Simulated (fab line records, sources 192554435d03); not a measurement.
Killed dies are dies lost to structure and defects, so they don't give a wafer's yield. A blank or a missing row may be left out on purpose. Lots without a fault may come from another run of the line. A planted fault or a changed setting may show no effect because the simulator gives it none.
A struck lot beside a sound one | flow n5_finfet | 43 steps out of a route of 1938
Sound: wafers L619.3, L619.4, L619.6. Struck: wafer L624.4. (L624.5, L624.6 of the same lot were not struck and are left out.) The cause comes at the end.
At each step with rows: each side's tool, then ch and its chambers, then its first start. Under that, the readings that differ: sound wafers | struck wafers | difference of the means | sigmas: that difference in standard deviations of wafers without a fault.
alike: readings whose means differ by less than 2 such deviations, and words and numbers that are the same on both sides. not compared: withheld readings, readings that some wafer has no value for, bounds like >300 that may hide the same value, and numbers for which the record gives no deviation and whose values overlap.
The two part at a step that has a row with sigmas, a row that says differs or no value, or rows on one side only. Numbers that don't overlap but have no deviation are shown without sigmas and don't part them. A reading that every wafer of one side lacks parts them only if that side has two wafers or more.

first, 1 step without rows for these wafers: N5_SD_EPI_P_STRIP_38 (strips in N2/H2).
N5_SD_EPI_P_ETCHBACK_46: etches SiNx in CH3F/O2, stops on SiO2, target depth 17.5 nm.
  sound on rie_diel-04 ch 0,1, day 5 16:30; struck on rie_diel-05 ch 3, day 6 18:53
  reading      | sound       | struck | difference | sigmas
  rf_vpp_V (V) | 292 298 293 | 301    | +7         | +2
  alike: drypump_motor_current_A, oes_product_au, showerhead_plenum_p_Torr, throttle_valve_pct
  not compared: rf_hours_counter_h
then, 3 steps without rows for these wafers: N5_SD_EPI_P_ETCH_47 (etches SiOCN in CH3F/O2, target depth 25 nm); N5_SD_EPI_P_ETCH_16 (etches SiO2 in CHF3/O2, target depth 5 nm); N5_SD_EPI_P_STRIP_50 (strips in CHF3/O2).
N5_SD_EPI_P_SD_RECESS_17: chemistry HBr/Cl2/O2, target depth 39.1 nm, bt time 3 s.
  sound on rie_si-06 ch 0,1, day 5 16:46; struck on rie_si-03 ch 2, day 6 19:10
  alike: drypump_motor_current_A, mfc_cl2_sccm, oes_product_au, throttle_valve_pct
  not compared: rf_hours_counter_h
then, 6 steps without rows for these wafers: N5_SD_EPI_P_WET_ETCH_45 (etches SiO2 in dHF, time 10.7 s, target depth 2 nm, rinse time 30 s); N5_SD_EPI_P_STRIP_40 (strips in N2/H2); N5_SD_EPI_P_PRECLEAN_52 (cleans in O3/DIW, time 60 s); N5_SD_EPI_P_SRD_20 (time 30 s); N5_SD_EPI_P_PRECLEAN_51 (cleans in NF3:NH3, afs cycles 1, time 20 s, sublimation time 60 s); N5_SD_EPI_P_VAPOR_ETCH_44 (etches SiGe30 in NF3/Ar, time 3.3 s).
N5_SD_EPI_P_EPI_21: deposits SiGe:B, time 355 s.
  sound on epi_rpcvd-02 ch 0, day 5 18:09; struck on epi_rpcvd-03 ch 0, day 6 20:54
  reading                                     | sound        | struck | difference | sigmas
  epi_growth_time_s (s)                       | 355 355 355  | 502.32 | +147.32    |
  model.SiGe-B_of_SD_EPI_P_EPI_21.thk_nm (nm) | 61.2 61 60.6 | 77     | +16        |
N5_SD_EPI_P_EPI_MEAS_23:
  sound on film_metro-02, day 5 19:38; struck on film_metro-01, day 6 22:01
  reading     | sound          | struck | difference | sigmas
  thk_nm (nm) | 60.1 61.5 60.4 | 79.4   | +18.7      | +16
then, 6 steps without rows for these wafers: N5_SD_EPI_P_HM_STRIP_48 (strips SiNx in H3PO4, material SiNx, target depth 3 nm); N5_SD_EPI_P_SRD_49 (time 30 s); N5_SD_EPI_P_PRECLEAN_24 (cleans in O3/DIW, time 45 s); N5_SD_EPI_P_PRECLEAN_32 (cleans in dHF, time 10 s); N5_SD_EPI_P_PRECLEAN_33 (cleans in SC2, time 45 s); N5_SD_EPI_P_SRD_25 (time 30 s).
N5_SD_EPI_P_INSPECT_26: inspects for defects (darkfield).
  sound on defect_inspect-01, day 5 19:49; struck on defect_inspect-02, day 6 22:11
  alike: raw_defect_count
then, 2 steps without rows for these wafers: N5_SD_ACTIVATION_RTA_00 (time 0 s); N5_SD_ACTIVATION_LSA_01 (time 0.0008 s).
N5_SD_ACTIVATION_RS_MEAS_03: measures by four-point-probe.
  sound on film_metro-01, day 5 20:25; struck on film_metro-01, day 6 22:57
  reading          | sound          | struck | difference | sigmas
  RS_SD_P (ohm/sq) | 56.0 57.1 56.8 | 44.7   | -11.9      | -13
  alike: RS_SD_N
N5_SD_ACTIVATION_INSPECT_02: inspects for defects (darkfield).
  sound on defect_inspect-01, day 5 20:42; struck on defect_inspect-02, day 6 23:13
  alike: raw_defect_count
N5_ILD0_LINER_00: material SiNx, target thk 4 nm, pulse time 1 s, purge time 2 s.
  sound on ald_sin-01 ch 0,1,3, day 5 20:44; struck on ald_sin-01 ch 2, day 6 23:34
  alike: heater_power_w, precursor_pulse_height_rel
then, 3 steps without rows for these wafers: N5_ILD0_FCVD_FILL_01 (material SiO2 flowable, target thk 200 nm, time 328.3 s); N5_ILD0_CURE_02 (time 1800 s); N5_ILD0_CMP_03 (polishes, stops on SiNx, t overpolish 1.9 s, target thk 197.38 nm).
N5_ILD0_THK_MEAS_04:
  sound on film_metro-01, day 5 23:23; struck on film_metro-02, day 7 02:14
  alike: thk_nm
then, 1 step without rows for these wafers: N5_ILD0_CMP_07 (polishes SiO2 flowable, stops on poly-Si, t overpolish 1.18 s, target thk 138.88 nm).
N5_ILD0_THK_MEAS_08:
  sound on film_metro-02, day 5 23:43; struck on film_metro-01, day 7 02:34
  reading     | sound             | struck | difference | sigmas
  thk_nm (nm) | 138.4 137.5 138.9 | 140.7  | +2.4       | +3
then, 2 steps without rows for these wafers: N5_ILD0_PRECLEAN_10 (cleans in NF3:NH3, afs cycles 5, time 20 s, sublimation time 60 s); N5_ILD0_ALD_15 (deposits SiNx, target thk 24 nm, pulse time 1 s, ald cycles 480).
N5_ILD0_CMP_12: polishes SiNx, stops on poly-Si, t overpolish 6 s, target thk 17.67 nm.
  sound on cmp-02 ch 0,2,3, day 6 02:40; struck on cmp-03 ch 3, day 7 05:49
  reading              | sound             | struck | difference | sigmas
  overpolish_run_s (s) | 6.008 6.012 6.010 | 5.990  | -0.020     | -2
  alike: motor_current_A, retaining_ring_pressure_frac, time_to_endpoint_s
N5_ILD0_THK_MEAS_13:
  sound on film_metro-02, day 6 02:56; struck on film_metro-01, day 7 05:59
  alike: thk_nm
N5_ILD0_INSPECT_06: inspects for defects (darkfield).
  sound on defect_inspect-02, day 6 02:58; struck on defect_inspect-02, day 7 06:01
  alike: raw_defect_count
N5_SDB_HM_DEP_00: deposits SiNx from SiH4/NH3/N2, target thk 40 nm, time 35.3 s.
  sound on pecvd-04 ch 0,2, day 6 02:59; struck on pecvd-02 ch 2, day 7 06:05
  reading            | sound       | struck | difference | sigmas
  heater_power_w (W) | 537 541 612 | 723    | +160       | +2
  alike: showerhead_plenum_p_Torr, throttle_valve_pct
then, 3 steps without rows for these wafers: N5_SDB_COAT_03 (time 60 s, resist thk 100 nm); N5_SDB_COAT_04 (time 60 s, resist thk 18 nm); N5_SDB_COAT_05 (resist thk 90 nm).
N5_MOL_CONTACT_COAG_ETCH_110: etches Si in CF4/O2, target depth 2.5 nm, time 8 s.
  sound on rie_diel-01 ch 1,2, day 7 02:22; struck on rie_diel-06 ch 2, day 8 04:25
  reading                                     | sound        | struck | difference | sigmas
  drypump_motor_current_A (A)                 | 5.9 5.9 5.5  | 6.8    | +1.0       | +3
  model.SiGe-B_of_SD_EPI_P_EPI_21.thk_nm (nm) | 58.2 58 57.6 | 73.4   | +15.5      |
  alike: oes_product_au, rf_vpp_V, showerhead_plenum_p_Torr, throttle_valve_pct
  not compared: rf_hours_counter_h
-- the record jumps here: 4 days lie between the struck wafers' starts before and after (it left off in module MOL_CONTACT_COAG and takes up again in module BEOL_M4, whose first step shown is number 1111 of the route) --
N5_BEOL_M4_RC_MEAS_101:
  sound on prober-01 ch 0, day 10 16:35; struck on prober-02 ch 0, day 12 13:22
  reading          | sound          | struck | difference | sigmas
  DIBL_N (mV/V)    | 33.2 33.6 32.5 | 36.2   | +3.1       | +3
  RS_SD_P (ohm/sq) | 66.2 66.1 67.3 | 51.5   | -15.0      | -14
  alike: DIBL_P, IOFF_N, IOFF_P, ION_N, ION_P, SS_N, SS_P, VT_N, VT_P

WHERE THEY PART
First at N5_SD_EPI_P_ETCHBACK_46; last, within this record, at N5_BEOL_M4_RC_MEAS_101.

WHY: what the simulator had put in
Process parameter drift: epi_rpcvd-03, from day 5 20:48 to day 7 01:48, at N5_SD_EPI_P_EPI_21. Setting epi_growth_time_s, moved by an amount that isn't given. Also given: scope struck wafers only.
